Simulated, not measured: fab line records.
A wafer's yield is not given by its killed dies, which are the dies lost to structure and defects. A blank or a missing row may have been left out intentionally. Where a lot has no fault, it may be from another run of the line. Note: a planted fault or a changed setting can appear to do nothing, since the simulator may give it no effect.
Matching of chambers || flow nandHarc || NHARC_A_CONTACT_ETCH_31 on rieDiel-11 has 4 sister chambers
The step etches the open film in O2/COS, target depth 2800 nm, time 728 s. 4 wafers are shown with their chamber, then 12 later ones without.

== WAFERS WITH THEIR CHAMBER ==
{"wafer": "L824.3", "chamber": 1, "showerheadPlenumPTorr (Torr)": 3.14}
{"wafer": "L825.3", "chamber": 2, "showerheadPlenumPTorr (Torr)": 3.16}
{"wafer": "L825.4", "chamber": 3, "showerheadPlenumPTorr (Torr)": 2.94}
{"wafer": "L825.6", "chamber": 0, "showerheadPlenumPTorr (Torr)": 3.23}

== WAFERS WITH NO CHAMBER GIVEN ==
{"wafer": "L831.1", "showerheadPlenumPTorr (Torr)": 3.14}
{"wafer": "L831.2", "showerheadPlenumPTorr (Torr)": 3.23}
{"wafer": "L831.5", "showerheadPlenumPTorr (Torr)": 3.15}
{"wafer": "L834.1", "showerheadPlenumPTorr (Torr)": 2.93}
{"wafer": "L834.2", "showerheadPlenumPTorr (Torr)": 3.22}
{"wafer": "L834.4", "showerheadPlenumPTorr (Torr)": 3.14}
{"wafer": "L833.4", "showerheadPlenumPTorr (Torr)": 3.22}
{"wafer": "L833.5", "showerheadPlenumPTorr (Torr)": 3.14}
{"wafer": "L833.6", "showerheadPlenumPTorr (Torr)": 3.15}
{"wafer": "L832.1", "showerheadPlenumPTorr (Torr)": 3.15}
{"wafer": "L832.3", "showerheadPlenumPTorr (Torr)": 3.22}
{"wafer": "L832.5", "showerheadPlenumPTorr (Torr)": 2.93}

== CHAMBER TAKEN BY EACH ==
{"wafer": "L831.1", "from the rows above": 1, "in truth": 1}
{"wafer": "L831.2", "from the rows above": 0, "in truth": 0}
{"wafer": "L831.5", "from the rows above": "can't be placed: 1 or 2", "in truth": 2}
{"wafer": "L834.1", "from the rows above": 3, "in truth": 3}
{"wafer": "L834.2", "from the rows above": 0, "in truth": 0}
{"wafer": "L834.4", "from the rows above": 1, "in truth": 1}
{"wafer": "L833.4", "from the rows above": 0, "in truth": 0}
{"wafer": "L833.5", "from the rows above": 1, "in truth": 1}
{"wafer": "L833.6", "from the rows above": "can't be placed: 1 or 2", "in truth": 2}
{"wafer": "L832.1", "from the rows above": "can't be placed: 1 or 2", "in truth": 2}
{"wafer": "L832.3", "from the rows above": 0, "in truth": 0}
{"wafer": "L832.5", "from the rows above": 3, "in truth": 3}
Correctly placed: 9 of 12. Unplaceable from these rows: 3, with the true chamber sitting among the candidates in 3. Placed wrongly: 0.
How it was worked out, from the rows above alone: a wafer's distance from a chamber is the root of the sum, over the readings, of the square of ((its reading less the chamber's mean) divided by the reading's scatter). If the next closest chamber is less than 2 further off than the closest, the wafer can't be placed; otherwise it belongs to the closest. A chamber's mean is the mean of its shown wafers. The scatter: with one shown wafer a chamber, the root of the mean of the squares of how far each hidden wafer lies from its nearest shown one.
